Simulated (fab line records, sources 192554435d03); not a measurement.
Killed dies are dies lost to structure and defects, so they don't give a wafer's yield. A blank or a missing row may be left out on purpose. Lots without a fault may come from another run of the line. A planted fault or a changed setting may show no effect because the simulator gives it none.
A struck lot beside a sound one | flow n5_finfet | 36 steps out of a route of 1938
Sound: wafers L709.1, L709.5, L709.6. Struck: wafer L701.1. (L701.3, L701.6 of the same lot were not struck and are left out.) The cause comes at the end.
At each step with rows: each side's tool, then ch and its chambers, then its first start. Under that, the readings that differ: sound wafers | struck wafers | difference of the means | sigmas: that difference in standard deviations of wafers without a fault.
alike: readings whose means differ by less than 2 such deviations, and words and numbers that are the same on both sides. not compared: withheld readings, readings that some wafer has no value for, bounds like >300 that may hide the same value, and numbers for which the record gives no deviation and whose values overlap.
The two part at a step that has a row with sigmas, a row that says differs or no value, or rows on one side only. Numbers that don't overlap but have no deviation are shown without sigmas and don't part them. A reading that every wafer of one side lacks parts them only if that side has two wafers or more.

first, 8 steps without rows for these wafers: N5_BEOL_M6_SPUTTER_48 (material Cu, target thk 10 nm, time 1.667 s); N5_BEOL_M6_ECD_50 (material Cu, target thk 300 nm); N5_BEOL_M6_ANNEAL_51 (time 90 s); N5_BEOL_M6_CMP_52 (polishes, stops on SiCOH lowk, t overpolish 6.9 s, target thk 80 nm); N5_BEOL_M6_PRE_CLEAN_55 (time 15 s); N5_BEOL_M6_DEP_56 (deposits SiCN from 3MS/NH3, target thk 10 nm, time 17.5 s); N5_BEOL_M7_ILD_DEP_00 (deposits SiCOH lowk from DEMS/porogen, target thk 179.75 nm, time 33.4 s); N5_BEOL_M7_CURE_74 (cures SiCOH lowk, time 240 s).
N5_BEOL_M7_PECVD_70: deposits SiO2 from TEOS/O2, target thk 20 nm, time 22.7 s.
  sound on pecvd-03 ch 0,1,2, day 13 13:16; struck on pecvd-01 ch 0, day 11 18:49
  reading                                    | sound                | struck | difference | sigmas
  susceptor_temp_C (C)                       | 400.21 399.92 399.82 | 386.50 | -13.48     | -67
  model.SiO2_of_BEOL_M7_PECVD_70.thk_nm (nm) | 19.4 19.4 19.8       | 22     | +2         |
  alike: heater_power_w, showerhead_plenum_p_Torr, throttle_valve_pct
then, 25 steps without rows for these wafers: N5_BEOL_M7_HM_DEP_02 (deposits TiN, target thk 20 nm); N5_BEOL_M7_COAT_59 (time 60 s, resist thk 100 nm); N5_BEOL_M7_COAT_60 (time 60 s, resist thk 35 nm); N5_BEOL_M7_COAT_05 (resist thk 90 nm); N5_BEOL_M7_EBR_07; N5_BEOL_M7_SOFTBAKE_06 (time 60 s); N5_BEOL_M7_EXPOSE_08 (exposes mask M7); N5_BEOL_M7_PEB_09 (peb time 60 s); N5_BEOL_M7_DEVELOP_10 (develop time 30 s); N5_BEOL_M7_DESCUM_16 (chemistry O2, time 7.9 s); N5_BEOL_M7_ETCH_61 (etches SiARC in CF4, target depth 45.5 nm, time 75.8 s); N5_BEOL_M7_ETCH_62 (etches SOC in N2/H2, target depth 110 nm, overetch 22 nm, time 165 s); N5_BEOL_M7_STRIP_68 (strips in N2/H2); N5_BEOL_M7_STRIP_67 (strips in CF4); N5_BEOL_M7_HM_OPEN_17 (chemistry Cl2/BCl3, target TiN, target depth 20 nm, overetch 6 nm); N5_BEOL_M7_STRIP_19 (strips in O2); N5_BEOL_M7_COAT_63 (time 60 s, resist thk 60 nm); N5_BEOL_M7_COAT_64 (time 60 s, resist thk 12 nm); N5_BEOL_M7_COAT_71 (time 60 s, resist thk 5 nm); N5_BEOL_M7_COAT_22 (resist thk 30 nm); N5_BEOL_M7_EBR_24; N5_BEOL_M7_SOFTBAKE_23 (time 60 s); N5_BEOL_M7_EXPOSE_25 (exposes mask V6, target cd 40 nm); N5_BEOL_M7_PEB_26 (peb time 60 s); N5_BEOL_M7_DEVELOP_27 (develop time 30 s).
N5_BEOL_M7_HM_STRIP_39: strips TiN in peroxide tin strip, target depth 25 nm, time 158 s.
  sound on wet_bench-01 ch 2,5,7, day 13 18:25; struck on wet_bench-01 ch 5, day 12 00:15
  reading                                    | sound          | struck | difference | sigmas
  model.SiO2_of_BEOL_M7_PECVD_70.thk_nm (nm) | 19.2 19.4 19.6 | 21.8   | +2.4       |
N5_BEOL_M7_CMP_52: polishes, stops on SiCOH lowk, t overpolish 6.9 s, target thk 80 nm.
  sound on cmp-03 ch 0,1,2, day 13 20:37; struck on cmp-01 ch 0, day 12 03:43
  reading                      | sound          | struck | difference | sigmas
  barrier_field_endpoint_s (s) | 28.8 28.4 29.0 | 30.8   | +2.1       | +3
  alike: head_pressure_psi, motor_current_A

WHERE THEY PART
First at N5_BEOL_M7_PECVD_70; last, within this record, at N5_BEOL_M7_CMP_52.

WHY: what the simulator had put in
Process parameter drift: pecvd-01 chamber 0, from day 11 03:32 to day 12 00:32, at N5_BEOL_M7_PECVD_70. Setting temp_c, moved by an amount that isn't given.
